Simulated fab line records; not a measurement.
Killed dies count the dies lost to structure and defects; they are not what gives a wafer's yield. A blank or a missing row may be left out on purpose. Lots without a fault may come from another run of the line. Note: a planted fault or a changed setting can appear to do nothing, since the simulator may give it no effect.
Code-filled problem report in 8D (eight disciplines) form + flow nandHarc + the parts of the form that need people (team, actions taken, sign-off) are left out

## 1. WHAT IS WRONG
At NHARC_A_SOURCE_PLATE_THK_MEAS_06, thkNm averages 151.2 nm over 6 wafers from 2 lots, while fault-free wafers read 200.3 nm, standard deviation 2. Relative to the usual mean, that is a shift of -25 standard deviations.
The step: measures by ellipsometry.
The first sign was on wafer L505.1 at day 13 18:25, on filmMetro-01. At this step, 39 wafers from 13 lots have a number in the record. Rule for "out", or "out of limits": more than 4 standard deviations from the usual mean. Any other wafer with a number is counted as sound.

## 2. WHAT IT IS; WHAT IT IS NOT
| question                    | is                     | is not                                                                                       |
|-----------------------------|------------------------|----------------------------------------------------------------------------------------------|
| which readings at this step | thkNm                  | -                                                                                            |
| which lots                  | L505, L506             | L491, L492, L493, L495, L496, L499, L509, L510, L512, L513, L514                             |
| which wafers of those lots  | all that have a number | -                                                                                            |
| read on which gauges        | filmMetro-01           | filmMetro-02                                                                                 |
| when                        | from day 13 18:25      | up to then (18 sound wafers); but 15 sound wafers of L509, L510, L512, L513, L514 came after |

## 3. THE SUSPECTS, EACH WITH WHAT RULES IT OUT
Counting: a tool stays on the suspect list if, at a process step up to the reading, it processed all lots that are out and no sound lot following the first of them.
- ruled out: the gauge at NHARC_A_SOURCE_PLATE_THK_MEAS_06. All the wafers that are out were read on filmMetro-01, but those of them that NHARC_A_SOURCE_PLATE_CVD_03 has rows for are out there too, on other tools.
- rtpAnneal-01 at NHARC_P_M2_ANNEAL_31 (time 90 s): ruled out as a lasting fault. After its first lot that is out, L505 (day 12 15:20), sound lots L509 ran on it.
- lpcvdPoly-03 at NHARC_A_SOURCE_PLATE_CVD_03 (deposits poly-Si, target thk 200 nm, time 4000 s): kept. It ran every lot that is out, first L505 (day 13 10:34), and no sound lot after that; its last sound lot up to then is L496 (day 9 11:44). Its own readings are out on those wafers: spikeTcCentreC, spikeTcLowerC, spikeTcUpperC, tubeCenterTempC.
The count leaves lpcvdPoly-03 at NHARC_A_SOURCE_PLATE_CVD_03.

## 4. THE CAUSE (what the simulator had put in)
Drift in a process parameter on lpcvdPoly-03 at NHARC_A_SOURCE_PLATE_CVD_03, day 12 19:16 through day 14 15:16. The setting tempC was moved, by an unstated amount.
After counting, this tool was the only one left.

## 5. THE CHAIN OF EFFECTS, in route order
Each row: a reading where the mean over the struck wafers with a number is more than 3 standard deviations away from the usual. Readings are gone through only where the record gives a usual standard deviation; hours: the median, over the lots, of the time from a lot's start at the first step in this table giving one to that lot's start at this step; sigmas: the change measured in usual standard deviations.
| hours | step                             | reading         | usual    | on struck wafers | change | sigmas      |
|-------|----------------------------------|-----------------|----------|------------------|--------|-------------|
| 0     | NHARC_A_SOURCE_PLATE_CVD_03      | spikeTcBottomC  | 640 C    | 622              | -18    | -3.6        |
| 0     | NHARC_A_SOURCE_PLATE_CVD_03      | spikeTcCentreC  | 620.4 C  | 608.0            | -12.4  | -12         |
| 0     | NHARC_A_SOURCE_PLATE_CVD_03      | spikeTcLowerC   | 618.9 C  | 605.3            | -13.6  | -8.0        |
| 0     | NHARC_A_SOURCE_PLATE_CVD_03      | spikeTcUpperC   | 619.8 C  | 607.1            | -12.7  | -8.4        |
| 0     | NHARC_A_SOURCE_PLATE_CVD_03      | tubeCenterTempC | 620.00 C | 607.59           | -12.41 | -99 or more |
| 11    | NHARC_A_SOURCE_PLATE_THK_MEAS_06 | thkNm           | 200.3 nm | 151.2            | -49.1  | -25         |
It contains these process steps:
- NHARC_A_SOURCE_PLATE_CVD_03: deposits poly-Si, target thk 200 nm, time 4000 s.
Later steps that measure or inspect, where all struck wafers having a row at the step show a number for every such reading and not one has moved that far: NHARC_END_SORT_01.

## 6. WHAT WOULD HAVE CAUGHT IT SOONER
Counted from the fault's start at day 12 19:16, it took 23 hours until the first out-of-limits reading at a measuring or inspecting step in this record, taken at day 13 18:25.
Tool's own readings at NHARC_A_SOURCE_PLATE_CVD_03, spikeTcCentreC, spikeTcLowerC, spikeTcUpperC, tubeCenterTempC: out on all struck wafers the step has rows for; an alarm limit on them would have tripped on the first.
Among the 2 lots that are out, L506 began NHARC_A_SOURCE_PLATE_CVD_03 on lpcvdPoly-03 after day 13 18:25. A tool hold placed at that time would have kept it from harm.
